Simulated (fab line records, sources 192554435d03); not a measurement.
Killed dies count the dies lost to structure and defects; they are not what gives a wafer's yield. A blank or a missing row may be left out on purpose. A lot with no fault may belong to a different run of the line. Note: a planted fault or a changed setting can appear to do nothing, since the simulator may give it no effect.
fab line records | flow n5-finfet
[record] lots = 5 wafers = 15 last-day = 18
route steps=1938 shown BEOL_M3@1001 BEOL_M4@1111 PASSIVATION@1936
lots with no fault: from the same line, run without faults
start-h: hours from the record's first day to the start of the lot's first wafer shown | wait-h: hours since the lot's step before | " identical to the entry in the row above | L1.1+2: a row that stands for several wafers | - either no value or no given start | * or withheld: withheld | < > ~ a bound
route shown NAME@n: NAME is a module with steps in the file, n the number in the route of the first one | usual: mean and standard deviation over wafers with no fault | same: alike in all rows | chamber/n: place in a boat | sites: per-site readings | _std_site: how widely they spread, as a standard deviation | _edge_site: the outer-site mean with the inner-site mean subtracted | radius-mm: how far each site lies from the wafer's centre | mask NAME#n: copy n | behind: the most recent tool/chamber to have shaped the wafer | hold: the reason the lot was held/the length of the hold in hours/how it ended | device: whichever transistor did not switch (one of n, p or np) | end of line: the same wafers' tests at the end of the route | step lacking rows: just its recipe | killed: not the wafer's yield, but the dies lost to structure and defects at the first sort | map: a wafer's dies, marking killed ones x, the rest . and places with no die _
set.NAME: the setting the step ran with; set.NAME@STEP: the setting that earlier step ran with | model.NAME: the simulator's own value behind a step, which no gauge read
lots seen at some steps along the route; tables by step, rows by wafer
services: a tool's chamber out of use, with start hour (start-h, from the record's first day; less than 0 if before it), hours out, and reason
[[steps]]
[step N5_BEOL_M3_ANNEAL_87]
[recipe] temp-c = 400 time-s = 240 ambient = vacuum
[step N5_BEOL_M3_SPUTTER_88]
[recipe] material = Cu target-thk-a = 45 temp-c = -20 chamber-pressure-pa = 0.07 power-w = withheld time-s = 8.29
[step N5_BEOL_M3_ANNEAL_89]
[recipe] temp-c = 400 time-s = 240 ambient = vacuum
[usual] heater-power-w = 802/65
// columns lot.wafer tool chamber start-h wait-h heater-power-w
L186.2 pvd-sputter-03 - 214.76 0.0 668
L186.4 " - " " 801
L186.6 " - " " 692
L187.1 pvd-sputter-02 - 216.20 0.0 756
L187.3 " - " " 855
L187.5 " - " " 836
L190.2 pvd-sputter-01 - 236.74 0.0 761
L190.3 " - " " 893
L190.6 " - " " 885
L192.2 pvd-sputter-03 - 243.00 0.0 825
L192.3 " - " " 806
L192.4 " - " " 888
L199.2 pvd-sputter-03 - 305.31 0.0 814
L199.4 " - " " 856
L199.5 " - " " 682
[step N5_BEOL_M3_SPUTTER_90]
[recipe] material = Cu target-thk-a = 45 temp-c = -20 chamber-pressure-pa = 0.07 power-w = withheld time-s = 8.29
[usual] throttle-valve-pct = 29.5/1.3
// columns lot.wafer tool chamber start-h wait-h throttle-valve-pct
L186.2 pvd-sputter-03 - 214.90 0.1 27.6
L186.4 " - " " 27.9
L186.6 " - " " 27.3
L187.1 pvd-sputter-02 - 216.34 0.1 29.6
L187.3 " - " " 30.0
L187.5 " - " " 29.7
L190.2 pvd-sputter-01 - 236.88 0.1 28.8
L190.3 " - " " 29.5
L190.6 " - " " 29.5
L192.2 pvd-sputter-03 - 243.14 0.1 30.7
L192.3 " - " " 28.0
L192.4 " - " " 29.1
L199.2 pvd-sputter-03 - 305.45 0.1 28.2
L199.4 " - " " 30.7
L199.5 " - " " 27.5
[step N5_BEOL_M3_ANNEAL_91]
[recipe] temp-c = 400 time-s = 240 ambient = vacuum
[usual] heater-power-w = 800/64
// columns lot.wafer tool chamber start-h wait-h heater-power-w
L186.2 pvd-sputter-03 - 214.98 0.0 672
L186.4 " - " " 789
L186.6 " - " " 674
L187.1 pvd-sputter-02 - 216.42 0.0 766
L187.3 " - " " 865
L187.5 " - " " 846
L190.2 pvd-sputter-01 - 236.96 0.0 748
L190.3 " - " " 893
L190.6 " - " " 884
L192.2 pvd-sputter-03 - 243.22 0.0 835
L192.3 " - " " 818
L192.4 " - " " 886
L199.2 pvd-sputter-03 - 305.53 0.0 793
L199.4 " - " " 833
L199.5 " - " " 682
[step N5_BEOL_M3_SPUTTER_92]
[recipe] material = Cu target-thk-a = 45 temp-c = -20 chamber-pressure-pa = 0.07 power-w = withheld time-s = 8.29
[step N5_BEOL_M3_ANNEAL_93]
[recipe] temp-c = 400 time-s = 240 ambient = vacuum
[usual] heater-power-w = 800/64
// columns lot.wafer tool chamber start-h wait-h heater-power-w
L186.2 pvd-sputter-03 - 215.20 0.0 669
L186.4 " - " " 813
L186.6 " - " " 691
L187.1 pvd-sputter-02 - 216.64 0.0 739
L187.3 " - " " 852
L187.5 " - " " 830
L190.2 pvd-sputter-01 - 237.18 0.0 773
L190.3 " - " " 881
L190.6 " - " " 879
L192.2 pvd-sputter-03 - 243.44 0.0 869
L192.3 " - " " 795
L192.4 " - " " 903
L199.2 pvd-sputter-03 - 305.75 0.0 827
L199.4 " - " " 848
L199.5 " - " " 674
[step N5_BEOL_M3_SPUTTER_94]
[recipe] material = Cu target-thk-a = 45 temp-c = -20 chamber-pressure-pa = 0.07 power-w = withheld time-s = 8.29
[usual] throttle-valve-pct = 29.4/1.3
// columns lot.wafer tool chamber start-h wait-h throttle-valve-pct
L186.2 pvd-sputter-03 - 215.34 0.1 27.3
L186.4 " - " " 28.3
L186.6 " - " " 27.5
L187.1 pvd-sputter-02 - 216.78 0.1 29.4
L187.3 " - " " 29.7
L187.5 " - " " 29.9
L190.2 pvd-sputter-01 - 237.32 0.1 29.2
L190.3 " - " " 29.8
L190.6 " - " " 29.2
L192.2 pvd-sputter-03 - 243.58 0.1 30.7
L192.3 " - " " 28.2
L192.4 " - " " 29.0
L199.2 pvd-sputter-03 - 305.89 0.1 28.0
L199.4 " - " " 30.8
L199.5 " - " " 27.4
[step N5_BEOL_M3_ANNEAL_95]
[recipe] temp-c = 400 time-s = 240 ambient = vacuum
[step N5_BEOL_M3_SPUTTER_96]
[recipe] material = Cu target-thk-a = 45 temp-c = -20 chamber-pressure-pa = 0.07 power-w = withheld time-s = 8.29
[step N5_BEOL_M3_ECD_50]
[recipe] material = Cu target-thk-a = 3000
[step N5_BEOL_M3_ANNEAL_51]
[recipe] temp-c = 225 time-s = 90 ambient = N2
[step N5_BEOL_M3_CMP_52]
[recipe] stop-on = SiOC t-overpolish-s = 6.8 down-force-psi = 1 platen-rpm = 50 clearing-platen-down-force-psi = 1.5 clearing-platen-rpm = 50 post-cmp-clean = cu-alkaline target-thk-nm = 40 clearing-platen-pad-velocity-m-s = 0.99484 pad-velocity-m-s = 0.99484
[usual] barrier-field-endpoint-s = 24.8/0.76 clearing-platen-down-force-psi = 1.5002/0.0029 head-pressure-psi = 1.0000/0.002 motor-current-A = 6.1/0.84 overpolish-run-s = 6.801/0.0091 pad-life-wafers = 1042/710 time-to-endpoint-s = 63/4.1
// columns lot.wafer tool chamber start-h wait-h barrier-field-endpoint-s clearing-platen-down-force-psi head-pressure-psi motor-current-A overpolish-run-s pad-life-wafers time-to-endpoint-s
L186.2 cmp-02 0 216.07 0.2 25.6 1.4992 1.0013 5.2 6.791 72 65
L186.4 " 1 " " 25.0 1.5034 1.0008 7.6 6.801 73 63
L186.6 " 0 " " 26.3 1.4981 1.0000 5.1 6.797 - 70
L187.3 cmp-02 3 217.80 0.3 24.6 1.4977 0.9998 6.5 6.806 91 66
L187.1 " 1 " " 24.4 1.5000 1.0008 7.5 6.788 93 63
L187.5 " 3 " " 25.1 1.4960 1.0016 6.2 6.780 - 66
L190.3 cmp-02 1 238.23 0.4 24.9 1.5029 0.9963 7.7 6.802 242 64
L190.2 " 2 " " 26.3 1.5003 0.9403 7.1 6.804 243 66
L190.6 " 0 " " 25.9 1.4988 1.0012 5.1 6.806 - 72
L192.2 cmp-03 1 244.33 0.2 24.4 1.4993 1.0002 5.0 6.792 187 61
L192.4 " 2 " " 26.2 1.5004 0.9987 5.7 6.802 188 68
L192.3 " 3 " " 24.0 1.4991 0.9982 5.2 6.789 189 61
L199.2 cmp-03 1 306.65 0.2 23.9 1.5002 0.9979 5.0 6.816 643 65
L199.4 " 3 " " 25.2 1.4959 1.0020 5.5 6.800 645 64
L199.5 " 1 " " 23.8 1.5002 0.9980 4.8 6.800 - 63
[step N5_BEOL_M4_RC_MEAS_101]
[usual] DIBL_N = 36.1/1.6 DIBL_P = 35.7/1.8 IOFF_N = 0.159/0.027 IOFF_P = 0.21/0.03 ION_N = 673/10 ION_P = 462/7.4 SS_N = 71.4/0.56 SS_P = 73.2/0.61 VT_N = 249.7/3 VT_P = -250/3.1
// columns lot.wafer tool chamber start-h wait-h DIBL_N[mV/V] DIBL_P[mV/V] IOFF_N[nA/um] IOFF_P[nA/um] ION_N[uA/um] ION_P[uA/um] SS_N[mV/dec] SS_P[mV/dec] VT_N[mV] VT_P[mV]
L186.2 prober-02 0 227.44 0.2 34.4 33.7 0.118 0.18 658 457 71.3 72.5 252.9 -249
L186.4 " 0 " " 34.6 33.3 0.117 0.18 667 463 71.0 71.8 252.9 -250
L186.6 " 0 " " 36.6 35.8 0.153 0.22 660 463 71.8 73.2 250.9 -247
L187.1 prober-02 0 233.33 0.0 34.8 35.1 0.143 0.19 666 460 70.8 73.1 252.5 -251
L187.3 " 0 " " 35.1 35.9 0.156 0.20 683 468 71.5 73.0 249.0 -249
L187.5 " 0 " " 34.7 35.2 0.138 0.19 671 460 70.9 72.8 250.0 -253
L190.2 prober-02 0 252.58 0.2 33.3 32.8 0.113 0.16 648 452 70.7 72.1 256.3 -254
L190.3 " 0 " " 32.5 32.2 0.104 0.16 653 455 69.9 72.1 256.1 -254
L190.6 " 0 " " 35.3 36.0 0.148 0.21 675 459 70.9 73.1 251.5 -251
L192.2 prober-02 0 255.74 0.2 36.3 35.4 0.162 0.21 668 465 71.7 73.2 249.7 -248
L192.3 " 0 " " 38.1 38.6 0.210 0.28 677 464 72.6 73.8 243.5 -245
L192.4 " 0 " " 37.7 39.1 0.206 0.27 685 474 71.9 73.0 244.7 -245
L199.2 prober-02 0 329.06 0.2 39.1 38.5 0.197 0.30 681 470 71.4 74.1 245.4 -243
L199.4 " 0 " " 35.9 34.2 0.139 0.20 671 468 70.7 73.6 249.0 -250
L199.5 " 0 " " 38.1 36.9 0.179 0.26 678 473 71.4 73.8 247.1 -244
[step N5_PASSIVATION_PROBE_49]
[usual] defect-limited-yield = 91.0/1.3 killed_at_M0_to_M3 = 33/10 killed_at_M4_up = 14/5.6 killed-at-contacts = 12/5.8 killed-at-front-end = 43/11 killed-at-other = 4.1/2.8 killed-dies = 106/15 killed-open = 70/12 killed-short = 34/7.5 sort_bin_5_function = 5.3/0.88 sort_bin_6_memory = 3.3/0.64 sort-n-pass = 1074/15 sort-yield-pct = 91.0/1.3
[same] gross-dies = 1180 killed-at-back-side = 0 sort_bin_4_leakage[%] = 0 sort_bin_8_speed[%] = 0
// columns lot.wafer tool chamber start-h wait-h defect-limited-yield[%] killed_at_M0_to_M3 killed_at_M4_up killed-at-contacts killed-at-front-end killed-at-other killed-dies killed-open killed-short sort_bin_5_function[%] sort_bin_6_memory[%] sort-n-pass sort-yield-pct[%]
L187.1 prober-01 - 347.30 0.0 91.2 47 8 14 34 1 104 65 37 5.4 3.2 1076 91.2
L187.3 prober-01 - 347.40 0.1 91.4 42 12 5 40 2 101 55 43 3.9 3.6 1079 91.4
L187.5 prober-01 - 347.50 0.2 90.2 52 10 16 33 5 116 67 44 5.5 3.7 1064 90.2
// killed by level:class
L187.1 BEOL_M0_SAQP:geometric-particle:open=11 MOL_CONTACT_COAG:geometric-particle:open=10 BEOL_M0_SAQP:geometric-particle:short=9 BEOL_M2:geometric-particle:open=7 BEOL_M1:geometric-particle:open=6 BEOL_M3:geometric-particle:open=6 FIN_SAQP:geometric-particle:short=5 GATE_CUT:geometric-particle:short=5
L187.3 BEOL_M0_SAQP:geometric-particle:short=12 FIN_SAQP:geometric-particle:short=10 STI_FIN_REVEAL:geometric-particle:open=10 BEOL_M0_SAQP:geometric-particle:open=6 BEOL_M1:geometric-particle:open=6 BEOL_M2:geometric-particle:open=5 BEOL_M2:geometric-particle:short=4 FIN_SAQP:geometric-particle:open=3
L187.5 BEOL_M0_SAQP:geometric-particle:short=15 MOL_CONTACT_COAG:geometric-particle:open=14 STI_FIN_REVEAL:geometric-particle:open=12 BEOL_M0_SAQP:geometric-particle:open=10 BEOL_M2:geometric-particle:short=10 BEOL_M3:geometric-particle:open=8 BEOL_M1:geometric-particle:open=5 BEOL_M4:geometric-particle:open=4
[[services]]
// columns tool chamber start-h hours kind
cmp-02 - 202.24 0.3 repair
cmp-02 - 204.88 4.0 pm
cmp-02 - 208.88 - consumable-replace:conditioner
cmp-02 - 208.88 - consumable-replace:pad
cmp-03 - 212.39 4.0 pm
cmp-03 - 216.39 - consumable-replace:conditioner
cmp-03 - 216.39 - consumable-replace:pad
cmp-03 - 216.39 6.0 pm
cmp-02 - 222.61 6.2 repair
cmp-03 - 236.60 1.6 repair
cmp-03 - 273.17 2.1 repair
cmp-02 - 287.89 2.3 repair
pvd-sputter-02 - 302.85 7.1 repair
cmp-03 - 303.06 0.2 repair
[[key]]
[first-sign] step = N5_BEOL_M3_CMP_52 reading = head-pressure-psi direction = down sigmas = 30 usual = 1.0000 struck = 0.9403
effect none on later readings
met-at N5_BEOL_M3_CMP_52
struck-wafers L190.2
[fault] kind = process-parameter-drift tool = cmp-02 chamber = 2 onset-h = 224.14 steps = N5_BEOL_M3_CMP_52 channel = down-force-psi offset = -0.060439 shape = step end-h = 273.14 acts-in = these-recipes-only stated = 1
